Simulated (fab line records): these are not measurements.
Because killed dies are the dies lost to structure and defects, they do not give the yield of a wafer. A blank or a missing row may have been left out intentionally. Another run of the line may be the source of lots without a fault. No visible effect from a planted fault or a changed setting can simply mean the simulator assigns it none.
Which tool did it? | flow n5Finfet | 11 lots, 31 wafers sampled, at 1 step of a route of 1938

WHAT THE GAUGES READ, wafer by wafer
N5_BEOL_M11_OVL_MEAS_12. Usual: for M11_OVL the level is 0.0 nm and the standard deviation is 0.82.
lot  | measured     | on         | M11_OVL (nm)   | flag
L818 | day 10 09:26 | overlay-02 | -0.3 0.1 -1.0  | 
L821 | day 11 02:16 | overlay-01 | -0.3 -0.4 0.3  | 
L822 | day 11 02:47 | overlay-02 | 0.2 0.7 1.2    | 
L823 | day 11 10:03 | overlay-01 | -1.5 -2.7 -0.1 | 
L824 | day 12 02:26 | overlay-02 | 0.7 0.4 0.6    | 
L828 | day 12 19:16 | overlay-02 | 0.4 0.2        | 
L833 | day 14 11:03 | overlay-01 | -0.1 1.5       | 
L834 | day 14 15:56 | overlay-02 | -0.7 0.7 -0.1  | 
L836 | day 15 04:38 | overlay-01 | 0.6 1.6 -0.2   | 
L838 | day 15 12:59 | overlay-01 | 0.1 0.3 0.6    | 
L840 | day 15 21:18 | overlay-01 | -0.8 -0.6 -0.2 | 

TOOL THAT RAN EACH LOT (tool first, then ch and the chambers of the sampled wafers, then the start)
The record shows no process step preceding these readings.

AS READ BY THE TOOLS THEMSELVES (means over the sampled wafers that have a number; for cases with no such wafer, the mark the record gives instead)
The record holds no such reading with a usual standard deviation.

THE ANSWER, worked out from the rows above alone
Rule: a lot counts as off when the mean over its wafers that have a number is more than 3 standard deviations away from the usual mean. Also off: a lot with no number at a reading for which 4 or more lots have one. Any other lot the step has rows for is counted as sound. First the gauges in route order, then the tools' own readings, where a lot's mean is used as printed above. At the first step where some lot is off, the reading lying furthest off is the one used; lots without a number count as furthest.
Across all readings shown, no lot is off: no conclusion can be drawn from this.

WHAT HAD BEEN PUT IN BY THE SIMULATOR
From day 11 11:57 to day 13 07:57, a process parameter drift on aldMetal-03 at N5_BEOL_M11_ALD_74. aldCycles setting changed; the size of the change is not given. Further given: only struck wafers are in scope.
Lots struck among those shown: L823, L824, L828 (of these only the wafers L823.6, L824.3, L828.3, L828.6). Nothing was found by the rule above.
